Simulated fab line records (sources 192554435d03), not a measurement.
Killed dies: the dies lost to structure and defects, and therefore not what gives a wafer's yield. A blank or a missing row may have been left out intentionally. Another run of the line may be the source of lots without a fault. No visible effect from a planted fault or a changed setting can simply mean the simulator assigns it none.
A struck lot beside a sound one || flow n5-finfet || 43 out of 1938 route steps
Sound: wafers L863.1, L863.2, L863.3. Struck: wafers L874.2, L874.4 (left out: L874.3, a lot-mate that was not struck); the cause follows at the end.
Each step with rows lists, per side, the tool, then ch with its chambers, then its first start. Under that, the readings that differ: sound wafers || struck wafers || difference of the means || sigmas: that difference in standard deviations of wafers without a fault.
alike: same words and numbers on both sides, and readings whose means sit less than 2 such deviations apart. not compared: any withheld reading, any reading some wafer has no value for, any bound like >300 that may hide the same value, and any number with overlapping values for which the record gives no deviation.
Wherever a step has rows on one side only, a row that says differs or no value, or a row with sigmas, the two part there. Numbers that have no deviation but don't overlap get no sigmas and don't part them. A reading that every wafer of one side lacks parts them only if that side has two wafers or more.

N5_BEOL_M5_CD_MEAS_28: target cd 30.6 nm, target cd y 20 nm.
  sound on cd-sem-03 ch 0, day 11 05:34; struck on cd-sem-01 ch 0, day 13 06:49
  alike: cd-nm
N5_BEOL_M5_OVL_MEAS_29:
  sound on overlay-01 ch 0, day 11 05:36; struck on overlay-02 ch 0, day 13 06:52
  alike: V4_OVL
N5_BEOL_M5_INSPECT_30: inspects for defects (brightfield).
  struck on defect-inspect-01, day 13 06:55; sound on defect-inspect-01, day 11 05:39
  alike: raw-defect-count
then, 8 steps without rows for these wafers: N5_BEOL_M5_DESCUM_33 (chemistry O2, time 7 s); N5_BEOL_M5_ETCH_75 (etches underlayer in N2/H2, target depth 6.5 nm, time 5.2 s); N5_BEOL_M5_ETCH_67 (etches SiARC in CF4, target depth 15.6 nm, time 26 s); N5_BEOL_M5_ETCH_68 (etches SOC in N2/H2, target depth 80 nm, overetch 16 nm, time 120 s); N5_BEOL_M5_STRIP_69 (strips in N2/H2); N5_BEOL_M5_STRIP_76 (strips in N2/H2); N5_BEOL_M5_VIA_ETCH_34 (etches SiCOH lowk in C4F6/O2, target depth 88.3 nm, time 39.2 s); N5_BEOL_M5_STRIP_85 (strips in C4F6/O2).
N5_BEOL_M5_STRIP_36: strips in N2/H2.
  sound on rie-diel-04 ch 0,2,3, day 11 05:55; struck on rie-diel-02 ch 0, day 13 07:10
  alike: chamber-pressure-mTorr, drypump-motor-current-A, n2-flow-sccm, oes-product-au, power-w, rf-vpp-V, showerhead-plenum-p-Torr, throttle-valve-pct
  not compared: rf-hours-counter-h
N5_BEOL_M5_TRENCH_ETCH_37: etches SiCOH lowk in C4F6/O2, target depth 71.652 nm, time 24.7 s.
  sound on rie-diel-04 ch 0,2,3, day 11 05:57; struck on rie-diel-02 ch 0, day 13 07:13
{"reading": "model.etch.depth-nm (nm)", "sound": "70.22 68.73 69.1", "struck": "74.34 74.49", "difference": "+5.06", "sigmas": ""}
{"reading": "model.BEOL_M5.feature-depth-nm (nm)", "sound": "70.2 68.8 69.2", "struck": "74.4 74.4", "difference": "+5.0", "sigmas": ""}
  alike: chamber-pressure-mTorr, drypump-motor-current-A, oes_ar_750_au, oes-product-au, rf-vpp-V, showerhead-plenum-p-Torr, throttle-valve-pct
  not compared: rf-hours-counter-h
then, 2 steps without rows for these wafers: N5_BEOL_M5_ETCH_41 (etches SiCN in CH3F/O2, target depth 31.5 nm, time 56.7 s); N5_BEOL_M5_STRIP_91 (strips in N2/H2, time 10 s).
N5_BEOL_M5_OCD_MEAS_38:
  struck on ocd-02, day 13 07:22; sound on ocd-01, day 11 06:07
{"reading": "trench-depth-nm (nm)", "sound": "70.1 68.4 69.2", "struck": "74.3 74.2", "difference": "+5.0", "sigmas": "+5"}
then, 4 steps without rows for these wafers: N5_BEOL_M5_HM_STRIP_39 (strips TiN in peroxide tin strip, target depth 25 nm, time 158 s); N5_BEOL_M5_SRD_40 (time 30 s); N5_BEOL_M5_PRECLEAN_42 (cleans in residue remover, time 60 s); N5_BEOL_M5_SRD_43 (time 30 s).
N5_BEOL_M5_CD_MEAS_35: target cd 28 nm, target cd y 24 nm.
  struck on cd-sem-01, day 13 07:31; sound on cd-sem-02, day 11 06:16
  alike: cd-nm
then, 6 steps without rows for these wafers: N5_BEOL_M5_CURE_80 (cures SiCOH lowk, time 120 s); N5_BEOL_M5_DEGAS_44 (time 60 s); N5_BEOL_M5_PRE_CLEAN_45 (time 30 s); N5_BEOL_M5_ALD_86 (deposits TaN, pulse time 2 s, purge time 3 s, co reactant purge time 2 s); N5_BEOL_M5_SURFACE_TREAT_87; N5_BEOL_M5_CVD_47 (deposits Co from CCTBA/H2, target thk 3 nm, time 216 s).
N5_BEOL_M5_SPUTTER_48: material Cu, target thk 15 nm, time 27.62 s.
  struck on pvd-sputter-01, day 13 09:15; sound on pvd-sputter-03, day 11 07:35
  alike: susceptor-temp-C, throttle-valve-pct
then, 7 steps without rows for these wafers: N5_BEOL_M5_ANNEAL_49 (time 1800 s); N5_BEOL_M5_SPUTTER_81 (material Cu, target thk 15 nm, time 27.62 s); N5_BEOL_M5_ANNEAL_82 (time 1800 s); N5_BEOL_M5_SPUTTER_83 (material Cu, target thk 15 nm, time 27.62 s); N5_BEOL_M5_ANNEAL_84 (time 1800 s); N5_BEOL_M5_SPUTTER_88 (material Cu, target thk 15 nm, time 27.62 s); N5_BEOL_M5_ANNEAL_89 (time 1800 s).
N5_BEOL_M5_SPUTTER_90: material Cu, target thk 4.5 nm, time 8.29 s.
  struck on pvd-sputter-01, day 13 13:35; sound on pvd-sputter-03, day 11 11:56
  alike: susceptor-temp-C, throttle-valve-pct
then, 2 steps without rows for these wafers: N5_BEOL_M5_ECD_50 (material Cu, target thk 300 nm); N5_BEOL_M5_ANNEAL_51 (time 90 s).
N5_BEOL_M5_CMP_52: polishes, stops on SiCOH lowk, t overpolish 6.9 s, target thk 62 nm.
  sound on cmp-04 ch 0,1,3, day 11 12:28; struck on cmp-03 ch 0,2, day 13 14:05
{"reading": "model.Cu_of_BEOL_M5_ECD_50.thk-nm (nm)", "sound": "60.6 58.6 59.2", "struck": "66.6 65.8", "difference": "+6.7", "sigmas": ""}
  alike: barrier-field-endpoint-s, clearing-platen-rpm, motor-current-A, overpolish-run-s, time-to-endpoint-s
N5_BEOL_M5_THK_MEAS_53: measures by xrf.
  struck on film-metro-01, day 13 14:23; sound on film-metro-02, day 11 12:43
{"reading": "M5_THK (nm)", "sound": "60.0 58.1 58.3", "struck": "65.6 64.6", "difference": "+6.3", "sigmas": "+4"}
N5_BEOL_M5_PRE_CLEAN_77: time 15 s.
  sound on cvd-co-01 ch 0,1,2, day 11 12:46; struck on cvd-co-02 ch 0,1, day 13 14:25
{"reading": "heater-power-w (W)", "sound": "61 77 78", "struck": "107 104", "difference": "+34", "sigmas": "+2"}
  not compared: susceptor-temp-C
N5_BEOL_M5_CO_CAP_78: material Co, precursor CCTBA/H2, target thk 2 nm, time 102.1 s.
  sound on cvd-co-01 ch 0,1,2, day 11 12:48; struck on cvd-co-02 ch 0,1, day 13 14:28
  alike: heater-power-w, susceptor-temp-C
N5_BEOL_M5_RS_MEAS_57: the measuring method here is four-point-probe.
  struck on film-metro-02, day 13 14:39; sound on film-metro-02, day 11 12:59
{"reading": "M5_RS (ohm/sq)", "sound": "0.398 0.414 0.408", "struck": "0.355 0.361", "difference": -0.049, "sigmas": -5}

WHERE THEY PART
First at N5_BEOL_M5_OCD_MEAS_38; last, within this record, at N5_BEOL_M5_RS_MEAS_57.

WHY: what had been put in by the simulator
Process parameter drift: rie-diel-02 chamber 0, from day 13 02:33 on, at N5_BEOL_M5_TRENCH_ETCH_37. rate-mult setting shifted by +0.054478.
